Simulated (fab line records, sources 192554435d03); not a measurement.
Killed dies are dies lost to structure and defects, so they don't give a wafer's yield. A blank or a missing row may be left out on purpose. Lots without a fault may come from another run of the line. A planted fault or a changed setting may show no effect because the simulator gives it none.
Split-lot experiment | flow n5_finfet | 7 lots, 21 wafers read, on a route of 1938 steps

THE SPLIT
At N5_MIM_BOT_ETCH_ETCH_04 (etches SiNx in CF4/O2, target depth 26 nm, time 13 s), the setting source_w was moved away from the recipe's 535 W on 10 of the 21 wafers read, by -7.6% to +10.8%. The other wafers ran this setting at the recipe's value.

The reading is taken at the split's own step.

THE READING
rf_vpp_V, in V, at N5_MIM_BOT_ETCH_ETCH_04 (etches SiNx in CF4/O2, target depth 26 nm, time 13 s). Fault-free wafers of this fab line usually give 241.2 V, standard deviation 1.9 V.

wafer  | tool, chamber at the split | source_w as run, W | against the recipe | rf_vpp_V, V | against lot-mates on the recipe
L075.2 | rie_diel-06, 1             | 535                | recipe             | 242.1       | -
L075.3 | rie_diel-06, 0             | 535                | recipe             | 239.4       | -
L075.6 | rie_diel-06, 1             | 535                | recipe             | 241.6       | -
L077.1 | rie_diel-03, 1             | 535                | recipe             | 242.9       | -
L077.2 | rie_diel-03, 3             | 565.3              | +5.7%              | 233.9       | -9.0
L077.3 | rie_diel-03, 2             | 565.3              | +5.7%              | 231.7       | -11.2
L076.1 | rie_diel-03, 1             | 535                | recipe             | 243.6       | -
L076.2 | rie_diel-03, 2             | 535                | recipe             | 238.4       | -
L076.3 | rie_diel-03, 3             | 535                | recipe             | 241.5       | -
L083.3 | rie_diel-03, 3             | 494.5              | -7.6%              | 250.8       | +7.5
L083.4 | rie_diel-03, 0             | 494.5              | -7.6%              | 252.6       | +9.3
L083.5 | rie_diel-03, 1             | 535                | recipe             | 243.3       | -
L085.2 | rie_diel-05, 0             | 569.4              | +6.4%              | 230.3       | no lot-mate on the recipe
L085.4 | rie_diel-05, 1             | 569.4              | +6.4%              | 235.8       | no lot-mate on the recipe
L085.6 | rie_diel-05, 3             | 569.4              | +6.4%              | 233.7       | no lot-mate on the recipe
L092.1 | rie_diel-03, 0             | 535                | recipe             | 241.0       | -
L092.3 | rie_diel-03, 2             | 578.8              | +8.2%              | 228.6       | -12.4
L092.6 | rie_diel-03, 2             | 578.8              | +8.2%              | 227.6       | -13.4
L096.3 | rie_diel-03, 3             | 535                | recipe             | 241.4       | -
L096.4 | rie_diel-03, 3             | 535                | recipe             | 240.1       | -
L096.5 | rie_diel-03, 2             | 592.9              | +10.8%             | 225.7       | -15.1

THE FIT
A straight line over all 21 wafers: rf_vpp_V changes by -1.43 V for each +1% of source_w; r = -0.97; the points scatter about the line by 1.7 V.
The same after taking each lot's own level away (the mean of its wafers on the recipe; 18 wafers): -1.4 V for each +1%; r = -0.98; scatter 1.6 V.
On that fit, the largest move of source_w shifts the reading by 15 V.
The lots' own levels span 240.75 to 243.30 V, that is 1.3 times the standard deviation above.
So the lot-to-lot level changes the slope little: the two slopes agree.
Check: with one of the wafers moved furthest among these (+10.8%) left out of the fit, the line predicts -16 V for it against its lot-mates. It came out at -15.1 V against them.
Tool readings at the split's step, against how far the setting was moved: rf_vpp_V r = -0.97.

OTHER SPLITS ON THESE WAFERS
These wafers also went through other splits before the reading. Each is held against what the fit with the lots' levels taken away leaves over:
other split on the same wafers     | wafers away from the commonest value | r with rf_vpp_V (lot level and that fit taken away)
N5_MIM_BOT_LITHO_PEB_06 peb_time_s | as run: not given for these wafers   | -

THE WHOLE CHAIN: every reading that the file lists as answering this split, in the file's order
step                    | what it does                                         | reading                                                        | change (the file's fit)               | r (the file's)
N5_MIM_BOT_ETCH_ETCH_04 | etches SiNx in CF4/O2, target depth 26 nm, time 13 s | rf_vpp_V                                                       | -1.42 V for each +1% of the setting   | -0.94
N5_MIM_BOT_ETCH_ETCH_04 | etches SiNx in CF4/O2, target depth 26 nm, time 13 s | etch.depth_nm (the simulator's own value, which no gauge read) | +0.202 nm for each +1% of the setting | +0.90

THE FILE'S OWN FIT
rf_vpp_V changes by -1.42 V for each +1% of source_w, r = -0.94.
